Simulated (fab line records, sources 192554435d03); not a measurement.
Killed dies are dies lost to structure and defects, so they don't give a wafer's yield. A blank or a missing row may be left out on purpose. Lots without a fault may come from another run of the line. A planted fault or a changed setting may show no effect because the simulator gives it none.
Which tool did it? | flow n5_finfet | 11 lots, 32 wafers sampled, at 4 steps of a route of 1938

WHAT THE GAUGES READ, wafer by wafer
N5_PASSIVATION_OVL_MEAS_66.
lot  | measured     | on         | PASS_OPEN_OVL (nm)
L379 | day 14 15:40 | overlay-01 | -1 -2 3
L382 | day 14 21:01 | overlay-02 | -3 1 -1
L383 | day 16 12:23 | overlay-02 | -1 -7
L385 | day 15 16:26 | overlay-02 | 3 4 15
L384 | day 15 23:56 | overlay-02 | 4 -1 0
L387 | day 16 00:36 | overlay-02 | 8 -6 -4
L388 | day 16 12:29 | overlay-01 | -9 1 -4
L391 | day 17 04:52 | overlay-02 | 11 -5 6
L394 | day 17 03:56 | overlay-02 | -8 0 -3
L396 | day 18 17:50 | overlay-02 | -5 -7 -6
L399 | day 19 07:12 | overlay-01 | 5 0 4

WHICH TOOL RAN EACH LOT (tool, then ch and the chambers of the sampled wafers, then the start)
lot  | N5_BEOL_M5_TRENCH_ETCH_37          | N5_PASSIVATION_AL_DEP_21     | N5_PASSIVATION_STRIP_34
L379 | rie_diel-01 ch 0,1,3, day 9 23:33  | pvd_sputter-02, day 14 13:05 | rie_diel-03 ch 0,1,2, day 14 14:23
L382 | rie_diel-01 ch 0,1,3, day 10 03:50 | pvd_sputter-02, day 14 18:44 | rie_diel-05 ch 0,2,3, day 14 19:57
L383 | rie_diel-06 ch 0,1, day 11 01:59   | pvd_sputter-03, day 16 09:53 | rie_diel-04 ch 2, day 16 11:12
L385 | rie_diel-06 ch 0,1,3, day 11 04:32 | pvd_sputter-01, day 15 14:03 | rie_diel-03 ch 0,1,3, day 15 15:22
L384 | rie_diel-02 ch 2,3, day 11 04:35   | pvd_sputter-01, day 15 21:24 | rie_diel-04 ch 0,2,3, day 15 22:38
L387 | rie_diel-02 ch 0,1,2, day 11 13:27 | pvd_sputter-03, day 15 21:50 | rie_diel-05 ch 0,1,2, day 15 23:19
L388 | rie_diel-06 ch 0,1,3, day 11 19:59 | pvd_sputter-03, day 16 10:13 | rie_diel-04 ch 0,3, day 16 11:25
L391 | rie_diel-02 ch 0,2,3, day 12 18:37 | pvd_sputter-01, day 17 02:16 | rie_diel-03 ch 1,2,3, day 17 03:33
L394 | rie_diel-06 ch 0,2,3, day 13 02:55 | pvd_sputter-03, day 17 01:20 | rie_diel-03 ch 0,1,3, day 17 02:37
L396 | rie_diel-06 ch 0,2,3, day 14 11:02 | pvd_sputter-01, day 18 15:35 | rie_diel-03 ch 2,3, day 18 16:46
L399 | rie_diel-02 ch 1,2,3, day 14 19:08 | pvd_sputter-03, day 19 04:19 | rie_diel-03 ch 0,2,3, day 19 05:59
- N5_BEOL_M5_TRENCH_ETCH_37: etches SiCOH lowk in C4F6/O2, target depth 71.652 nm, time 24.7 s.
- N5_PASSIVATION_AL_DEP_21: deposits Al, target thk 2800 nm, time 170 s.
- N5_PASSIVATION_STRIP_34: strips in O2.

THE ANSWER, worked out from the rows above alone
Rule: what is usual is taken from the lots themselves. Put in order of their means at a reading, lots are off if they are a third of the lots or fewer, leave a main group of 4 or more, and stand apart from it by a gap of 3 or more times the standard deviation of the main group's means; of several such gaps the widest counts. A main group whose means are all the same, to the digits that the tables above print for the reading, isn't used. A lot without any number at a reading at which 4 lots or more have one is off too. The other lots that the step has rows for count as sound.
No lot is off at any reading shown: from this, nothing can be told.

WHAT THE SIMULATOR HAD PUT IN
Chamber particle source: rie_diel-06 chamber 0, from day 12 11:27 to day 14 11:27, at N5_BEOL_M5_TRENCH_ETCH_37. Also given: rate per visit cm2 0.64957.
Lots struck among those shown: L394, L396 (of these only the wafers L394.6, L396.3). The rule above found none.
